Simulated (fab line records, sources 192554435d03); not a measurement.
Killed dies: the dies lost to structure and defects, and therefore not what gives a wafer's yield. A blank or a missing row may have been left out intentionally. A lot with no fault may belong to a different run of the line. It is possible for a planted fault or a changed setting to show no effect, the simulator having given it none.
Chamber matching | flow n5_finfet | pecvd-02 running N5_BEOL_M7_DEP_56: 3 sister chambers
The step deposits SiCN from 3MS/NH3, target thk 10 nm, time 17.5 s. 6 wafers are shown with their chamber, then 7 later ones without.

== WAFERS PAIRED WITH THEIR CHAMBERS ==
wafer  | chamber | throttle_valve_pct (%) | showerhead_plenum_p_Torr (Torr)
L498.2 | 2       | 8.48                   | 3.669
L498.5 | 0       | 9.01                   | 3.655
L502.4 | 1       | 9.01                   | 3.676
L502.5 | 0       | 8.95                   | 3.656
L506.2 | 2       | 8.84                   | 3.666
L506.3 | 1       | 8.82                   | 3.660

== WAFERS MISSING THEIR CHAMBER ==
wafer  | throttle_valve_pct (%) | showerhead_plenum_p_Torr (Torr)
L506.4 | 8.53                   | 3.665
L507.1 | 8.80                   | 3.668
L507.3 | 8.85                   | 3.658
L507.6 | 9.07                   | 3.676
L508.2 | 8.60                   | 3.665
L508.5 | 8.70                   | 3.670
L508.6 | 9.06                   | 3.682

== THE CHAMBER EACH PASSED THROUGH ==
wafer  | from the rows above          | in truth
L506.4 | can't be placed: 2 or 1      | 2
L507.1 | can't be placed: 1 or 2 or 0 | 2
L507.3 | can't be placed: 0 or 1 or 2 | 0
L507.6 | can't be placed: 1 or 2 or 0 | 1
L508.2 | can't be placed: 2 or 1      | 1
L508.5 | can't be placed: 2 or 1      | 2
L508.6 | can't be placed: 1 or 2 or 0 | 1
0 of 7 placed correctly. From these rows, 7 cannot be placed; in 7 the true chamber is one of the candidates. 0 placed wrongly.
How it was worked out, from the rows above alone: a wafer's distance from a chamber is the root of the sum, over the readings, of the square of ((its reading less the chamber's mean) divided by the reading's scatter). The wafer belongs to the nearest chamber; if the next one is less than 2 further off, it can't be placed. Each chamber's mean is taken over the wafers shown for it. How the scatter is found: for the shown wafers, subtract from each reading the mean of its chamber, square and add these, divide the total by (wafers less chambers), then take the root.
